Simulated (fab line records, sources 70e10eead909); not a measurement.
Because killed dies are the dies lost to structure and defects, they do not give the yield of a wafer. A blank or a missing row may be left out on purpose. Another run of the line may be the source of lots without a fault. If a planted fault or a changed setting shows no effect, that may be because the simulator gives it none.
Which tool did it? || flow nandHarc || 11 lots, 33 wafers sampled, at 4 steps of a route of 1159

== WHAT EACH GAUGE READ, for each wafer ==
NHARC_A_SLIT_CD_MEAS_21.
{"lot": "L841", "measured": "day 15 04:46", "on": "cdSem-01", "cdNm (nm)": "289.9 291.2 290.5"}
{"lot": "L839", "measured": "day 15 03:37", "on": "cdSem-01", "cdNm (nm)": "289.0 287.9 288.2"}
{"lot": "L843", "measured": "day 15 06:25", "on": "cdSem-03", "cdNm (nm)": "289.4 290.0 288.4"}
{"lot": "L844", "measured": "day 15 09:33", "on": "cdSem-02", "cdNm (nm)": "288.2 288.7 289.0"}
{"lot": "L845", "measured": "day 16 12:17", "on": "cdSem-02", "cdNm (nm)": "288.1 289.0 289.2"}
{"lot": "L851", "measured": "day 17 12:20", "on": "cdSem-02", "cdNm (nm)": "291.7 290.7 291.2"}
{"lot": "L854", "measured": "day 18 13:24", "on": "cdSem-03", "cdNm (nm)": "290.4 289.2 290.6"}
{"lot": "L856", "measured": "day 18 15:24", "on": "cdSem-02", "cdNm (nm)": "288.5 288.8 289.6"}
{"lot": "L859", "measured": "day 19 02:20", "on": "cdSem-03", "cdNm (nm)": "288.9 288.6 289.7"}
{"lot": "L860", "measured": "day 19 20:47", "on": "cdSem-03", "cdNm (nm)": "289.5 290.9 290.6"}
{"lot": "L861", "measured": "day 20 11:07", "on": "cdSem-03", "cdNm (nm)": "289.3 289.9 289.2"}

== WHAT TOOL EACH LOT RAN ON (gives the tool, then ch and the chambers of the sampled wafers, and finally the start) ==
{"lot": "L841", "NHARC_A_SGD_CUT_ETCH_59": "rieDiel-08 ch 1,3, day 15 00:27 or earlier", "NHARC_A_SLIT_ETCH_15": "rieDiel-01 ch 0,1, day 15 00:27", "NHARC_A_SLIT_ETCH_17": "harEtch-01 ch 0,1, day 15 02:08"}
{"lot": "L839", "NHARC_A_SGD_CUT_ETCH_59": "rieDiel-09 ch 1,2,3, day 15 00:25 or earlier", "NHARC_A_SLIT_ETCH_15": "rieDiel-06 ch 1,2,3, day 15 00:25", "NHARC_A_SLIT_ETCH_17": "harEtch-02 ch 0,1, day 15 01:38"}
{"lot": "L843", "NHARC_A_SGD_CUT_ETCH_59": "rieDiel-10 ch 2,3, day 15 02:20 or earlier", "NHARC_A_SLIT_ETCH_15": "rieDiel-01 ch 0,2, day 15 02:20", "NHARC_A_SLIT_ETCH_17": "harEtch-01 ch 0,1, day 15 04:02"}
{"lot": "L844", "NHARC_A_SGD_CUT_ETCH_59": "rieDiel-10 ch 0,2,3, day 15 06:19 or earlier", "NHARC_A_SLIT_ETCH_15": "rieDiel-06 ch 2,3, day 15 06:19", "NHARC_A_SLIT_ETCH_17": "harEtch-02 ch 0,1, day 15 06:55"}
{"lot": "L845", "NHARC_A_SGD_CUT_ETCH_59": "rieDiel-08 ch 0,1,3, day 16 09:04 or earlier", "NHARC_A_SLIT_ETCH_15": "rieDiel-01 ch 0,1,3, day 16 09:04", "NHARC_A_SLIT_ETCH_17": "harEtch-02 ch 0,1, day 16 09:40"}
{"lot": "L851", "NHARC_A_SGD_CUT_ETCH_59": "rieDiel-08 ch 0,1,3, day 17 08:57 or earlier", "NHARC_A_SLIT_ETCH_15": "rieDiel-01 ch 0,1,3, day 17 08:57", "NHARC_A_SLIT_ETCH_17": "harEtch-02 ch 0,1, day 17 09:59"}
{"lot": "L854", "NHARC_A_SGD_CUT_ETCH_59": "rieDiel-08 ch 0,2, day 18 10:16 or earlier", "NHARC_A_SLIT_ETCH_15": "rieDiel-01 ch 0,2, day 18 10:16", "NHARC_A_SLIT_ETCH_17": "harEtch-02 ch 0,1, day 18 10:49"}
{"lot": "L856", "NHARC_A_SGD_CUT_ETCH_59": "rieDiel-10 ch 0,1, day 18 12:13 or earlier", "NHARC_A_SLIT_ETCH_15": "rieDiel-01 ch 0,1, day 18 12:13", "NHARC_A_SLIT_ETCH_17": "harEtch-01 ch 0,1, day 18 12:46"}
{"lot": "L859", "NHARC_A_SGD_CUT_ETCH_59": "rieDiel-09 ch 0,1, day 18 22:05 or earlier", "NHARC_A_SLIT_ETCH_15": "rieDiel-01 ch 0,2,3, day 18 22:05", "NHARC_A_SLIT_ETCH_17": "harEtch-01 ch 0,1, day 18 23:41"}
{"lot": "L860", "NHARC_A_SGD_CUT_ETCH_59": "rieDiel-08 ch 0,1,3, day 19 17:23 or earlier", "NHARC_A_SLIT_ETCH_15": "rieDiel-13 ch 0,1,3, day 19 17:23", "NHARC_A_SLIT_ETCH_17": "harEtch-01 ch 0,1, day 19 18:07"}
{"lot": "L861", "NHARC_A_SGD_CUT_ETCH_59": "rieDiel-10 ch 0,2,3, day 20 05:23 or earlier", "NHARC_A_SLIT_ETCH_15": "rieDiel-06 ch 0,2, day 20 05:23", "NHARC_A_SLIT_ETCH_17": "harEtch-01 ch 0,1, day 20 08:28"}
- NHARC_A_SGD_CUT_ETCH_59: etches the open film in N2/H2, target depth 260 nm, time 406.25 s.
- NHARC_A_SLIT_ETCH_15: etches the open film in O2/COS, target depth 3200 nm, time 832 s.
- NHARC_A_SLIT_ETCH_17: etches the open film in C4F8/O2/Ar, time 1687.5 s, target depth 10100 nm.

== THE ANSWER, worked out from the rows above alone ==
Rule: what is usual is taken from the lots themselves. The widest of any qualifying gaps counts: lots, ordered by their means at a reading, are off when they make up no more than a third of the lots, leave a main group of 4 or more, and stand apart from it by 3 or more times the standard deviation of that group's means. The tables above print the reading to a certain number of digits; a main group whose means all agree to those digits is not used. A lot without any number at a reading at which 4 lots or more have one is off too. Any other lot the step has rows for is counted as sound.
Nothing can be told from this: no lot is off at any reading shown.

== WHAT THE SIMULATOR HAD PUT IN ==
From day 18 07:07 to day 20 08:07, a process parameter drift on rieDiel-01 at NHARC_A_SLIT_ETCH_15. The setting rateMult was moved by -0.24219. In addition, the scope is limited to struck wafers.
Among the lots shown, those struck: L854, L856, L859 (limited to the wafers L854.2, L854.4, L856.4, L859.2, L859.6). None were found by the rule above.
